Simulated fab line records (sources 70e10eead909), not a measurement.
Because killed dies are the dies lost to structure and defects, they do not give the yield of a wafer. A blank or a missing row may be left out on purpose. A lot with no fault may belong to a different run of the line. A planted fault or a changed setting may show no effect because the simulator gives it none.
The tool behind it: which one? | flow nandHarc | Sampling: 14 lots, 40 wafers, 5 of 1159 route steps

## WHAT EACH GAUGE READ, for each wafer
NHARC_END_SORT_01. Usual: killedAtArray 27, standard deviation 11; killedAtOther 0.6, standard deviation 0.89; killedAtPeriphery 3.0, standard deviation 2.4; killedDies 31, standard deviation 12; killedOpen 3.2, standard deviation 1.6; killedShort 2.0, standard deviation 1.5.
lot  | measured     | on        | killedAtArray | killedAtOther | killedAtPeriphery | killedDies | killedOpen | killedShort | flag
L389 | day 22 15:20 | prober-02 | 30 673        | 0 1           | 0 3               | 30 677     | 5 2        | 1 4         | OFF
L391 | day 23 19:41 | prober-02 | 673 12 676    | 1 1 1         | 3 3 0             | 677 16 677 | 3 4 3      | 1 5 1       | OFF
L392 | day 23 07:17 | prober-01 | 25 666        | 0 1           | 4 10              | 29 677     | 4 2        | 1 5         | OFF

## TOOL THAT RAN EACH LOT (tool first, then ch and the chambers of the sampled wafers, then the start)
lot  | NHARC_A_CHANNEL_FILL_D1_ALD_14  | NHARC_A_CHANNEL_FILL_D1_ALD_15               | NHARC_A_CHANNEL_FILL_D1_ETCHBACK_20 | NHARC_A_CHANNEL_FILL_D1_ALD_25
L374 | aldHk-02 ch 0,1,2, day 8 15:54  | aldSinBatch-03 ch 0, day 9 08:57 or earlier  | rieDiel-01 ch 0,1,2, day 9 08:57    | aldHk-04 ch 0,1,3, day 9 20:47
L375 | aldHk-03 ch 0,1, day 8 20:00    | aldSinBatch-01 ch 0, day 9 16:31 or earlier  | rieDiel-01 ch 1,2,3, day 9 16:31    | aldHk-02 ch 0,3, day 10 07:25
L377 | aldHk-02 ch 1,2,3, day 9 14:24  | aldSinBatch-03 ch 0, day 10 08:17 or earlier | rieDiel-05 ch 0,1,3, day 10 08:17   | aldHk-03 ch 1,2,3, day 10 20:10
L378 | aldHk-02 ch 1,3, day 9 14:39    | aldSinBatch-03 ch 0, day 10 08:18 or earlier | rieDiel-01 ch 2,3, day 10 08:18     | aldHk-02 ch 0,1,3, day 10 20:47
L379 | aldHk-03 ch 1,2,3, day 10 03:20 | aldSinBatch-01 ch 0, day 10 20:26 or earlier | rieDiel-01 ch 0,2, day 10 20:26     | aldHk-04 ch 0,1, day 11 08:16
L380 | aldHk-04 ch 0,1, day 10 08:08   | aldSinBatch-02 ch 0, day 11 03:37 or earlier | rieDiel-01 ch 0,3, day 11 03:37     | aldHk-02 ch 0,2,3, day 11 15:41
L383 | aldHk-04 ch 0,1, day 10 22:25   | aldSinBatch-02 ch 0, day 11 15:11 or earlier | rieDiel-01 ch 0,2, day 11 15:11     | aldHk-04 ch 0,1,2, day 12 02:50
L384 | aldHk-02 ch 1,3, day 11 03:38   | aldSinBatch-03 ch 0, day 11 21:28 or earlier | rieDiel-03 ch 0,1, day 11 21:28     | aldHk-02 ch 0,2, day 12 10:06
L386 | aldHk-04 ch 2,3, day 12 00:40   | aldSinBatch-02 ch 0, day 12 17:39 or earlier | rieDiel-03 ch 0,1,2, day 12 17:39   | aldHk-02 ch 0,3, day 13 05:42
L389 | aldHk-02 ch 3, day 12 09:16     | aldSinBatch-02 ch 0, day 13 02:56 or earlier | rieDiel-01 ch 2, day 13 02:56       | aldHk-03 ch 2,3, day 13 16:28
L391 | aldHk-04 ch 0,1,3, day 13 02:44 | aldSinBatch-01 ch 0, day 13 20:32 or earlier | rieDiel-01 ch 2,3, day 13 20:32     | aldHk-03 ch 0,1,2, day 14 08:52
L392 | aldHk-03 ch 3, day 13 06:53     | aldSinBatch-03 ch 0, day 14 00:12 or earlier | rieDiel-01 ch 0,3, day 14 00:12     | aldHk-02 ch 1,3, day 14 14:26
L394 | aldHk-02 ch 0,2, day 13 17:12   | aldSinBatch-01 ch 0, day 14 10:06 or earlier | rieDiel-05 ch 1,2,3, day 14 10:06   | aldHk-02 ch 1,3, day 14 21:56
L397 | aldHk-04 ch 0,1,3, day 14 03:20 | aldSinBatch-02 ch 0, day 14 20:23 or earlier | rieDiel-03 ch 1,3, day 14 20:23     | aldHk-04 ch 1,2, day 15 08:52
- NHARC_A_CHANNEL_FILL_D1_ALD_14: deposits SiO2, target thk 2.5 nm, pulse time 10 s, ald cycles 25.
- NHARC_A_CHANNEL_FILL_D1_ALD_15: deposits SiNx, target thk 2 nm, pulse time 60 s, ald cycles 19.
- NHARC_A_CHANNEL_FILL_D1_ETCHBACK_20: etches the open film in C4F8/O2/Ar, target depth 27 nm, time 13.5 s.
- NHARC_A_CHANNEL_FILL_D1_ALD_25: deposits SiOx, target thk 60 nm, pulse time 10 s, ald cycles 600.

## AS READ BY THE TOOLS THEMSELVES (means over the sampled wafers that have a number; for cases with no such wafer, the mark the record gives instead)
NHARC_A_CHANNEL_FILL_D1_ALD_14. Usual: heaterPowerW 453 W, standard deviation 38; precursorPulseHeightRel 1.000, standard deviation 0.019.
lot  | tool     | heaterPowerW (W) | precursorPulseHeightRel | flag
L374 | aldHk-02 | 466              | 1.003                   | 
L375 | aldHk-03 | 477              | 1.007                   | 
L377 | aldHk-02 | 465              | 0.988                   | 
L378 | aldHk-02 | 459              | 1.001                   | 
L379 | aldHk-03 | 447              | 0.997                   | 
L380 | aldHk-04 | 426              | 0.994                   | 
L383 | aldHk-04 | 433              | 1.034                   | 
L384 | aldHk-02 | 456              | 1.019                   | 
L386 | aldHk-04 | 444              | 0.997                   | 
L389 | aldHk-02 | 460              | 1.001                   | 
L391 | aldHk-04 | 433              | 0.999                   | 
L392 | aldHk-03 | 366              | 1.004                   | 
L394 | aldHk-02 | 497              | 0.996                   | 
L397 | aldHk-04 | 443              | 1.001                   | 

NHARC_A_CHANNEL_FILL_D1_ALD_15. Usual: 1.001 for precursorPulseHeightRel, sd 0.019.
lot  | tool           | precursorPulseHeightRel | flag
L374 | aldSinBatch-03 | 1.004                   | 
L375 | aldSinBatch-01 | 0.998                   | 
L377 | aldSinBatch-03 | 0.990                   | 
L378 | aldSinBatch-03 | 1.004                   | 
L379 | aldSinBatch-01 | 1.009                   | 
L380 | aldSinBatch-02 | 1.003                   | 
L383 | aldSinBatch-02 | 1.010                   | 
L384 | aldSinBatch-03 | 0.974                   | 
L386 | aldSinBatch-02 | 0.988                   | 
L389 | aldSinBatch-02 | 1.010                   | 
L391 | aldSinBatch-01 | 1.008                   | 
L392 | aldSinBatch-03 | 1.018                   | 
L394 | aldSinBatch-01 | 1.002                   | 
L397 | aldSinBatch-02 | 1.011                   | 

NHARC_A_CHANNEL_FILL_D1_ETCHBACK_20. Usual: oesProductAu 0.98 a.u., standard deviation 0.034; rfVppV 977 V, standard deviation 5.6; runLengthS 34.8 s, standard deviation 0.44.
lot  | tool       | oesProductAu (a.u.) | rfVppV (V) | runLengthS (s) | flag
L374 | rieDiel-01 | 1.00                | 980        | 34.7           | 
L375 | rieDiel-01 | 1.00                | 975        | 34.8           | 
L377 | rieDiel-05 | 0.97                | 975        | 34.0           | 
L378 | rieDiel-01 | 0.99                | 973        | 34.8           | 
L379 | rieDiel-01 | 1.00                | 982        | 34.9           | 
L380 | rieDiel-01 | 1.00                | 980        | 34.8           | 
L383 | rieDiel-01 | 1.00                | 980        | 34.8           | 
L384 | rieDiel-03 | 1.00                | 977        | 34.8           | 
L386 | rieDiel-03 | 1.00                | 976        | 35.1           | 
L389 | rieDiel-01 | 1.01                | 979        | 31.0           | OFF
L391 | rieDiel-01 | 0.93                | 973        | 29.6           | OFF
L392 | rieDiel-01 | 1.00                | 978        | 30.7           | OFF
L394 | rieDiel-05 | 0.92                | 975        | 34.1           | 
L397 | rieDiel-03 | 0.93                | 983        | 34.8           | 

NHARC_A_CHANNEL_FILL_D1_ALD_25. Usual: heaterPowerW 455 W, standard deviation 38; precursorPulseHeightRel 1.001, standard deviation 0.018.
lot  | tool     | heaterPowerW (W) | precursorPulseHeightRel | flag
L374 | aldHk-04 | 430              | 1.008                   | 
L375 | aldHk-02 | 485              | 1.000                   | 
L377 | aldHk-03 | 446              | 0.996                   | 
L378 | aldHk-02 | 455              | 0.994                   | 
L379 | aldHk-04 | 420              | 1.002                   | 
L380 | aldHk-02 | 480              | 1.004                   | 
L383 | aldHk-04 | 421              | 0.999                   | 
L384 | aldHk-02 | 498              | 0.983                   | 
L386 | aldHk-02 | 497              | 1.025                   | 
L389 | aldHk-03 | 430              | 0.986                   | 
L391 | aldHk-03 | 483              | 0.997                   | 
L392 | aldHk-02 | 470              | 1.014                   | 
L394 | aldHk-02 | 469              | 1.012                   | 
L397 | aldHk-04 | 403              | 0.997                   | 

## THE ANSWER, worked out from the rows above alone
Rule: lot off if the mean of its wafers having a number is beyond 3 standard deviations from the usual mean. A lot without any number at a reading at which 4 lots or more have one is off too. All remaining lots with rows at the step are treated as sound. Order of review: gauges by route order, followed by the tools' own readings, for which a lot's mean as printed above is used. The first step at which some lot is off is used, and at that step the reading that is off furthest; a lot without a number counts as furthest.
Off: L389, L391, L392 (NHARC_END_SORT_01, killedAtArray). Neither off nor sound, because the step has no rows for them: L374, L375, L377, L378, L379, L380, L383, L384, L386, L394, L397.
A tool fits if, at a process step before that reading, it ran every lot that is off, and no sound lot after the first of them. Not tried: the gauges at NHARC_END_SORT_01; whatever is off there is also off at NHARC_A_CHANNEL_FILL_D1_ETCHBACK_20, on other tools, and gauge error can't account for it. NHARC_A_CHANNEL_FILL_D1_ALD_15: start missing for some lots; hours and lot order therefore follow NHARC_A_CHANNEL_FILL_D1_ETCHBACK_20. One fits: rieDiel-01 at NHARC_A_CHANNEL_FILL_D1_ETCHBACK_20. It ran no sound lot before its first lot that is off in this sample, so the start can't be narrowed down.

## WHAT THE SIMULATOR HAD INSERTED
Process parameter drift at NHARC_A_CHANNEL_FILL_D1_ETCHBACK_20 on rieDiel-01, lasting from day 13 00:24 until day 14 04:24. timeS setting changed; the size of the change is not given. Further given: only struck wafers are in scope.
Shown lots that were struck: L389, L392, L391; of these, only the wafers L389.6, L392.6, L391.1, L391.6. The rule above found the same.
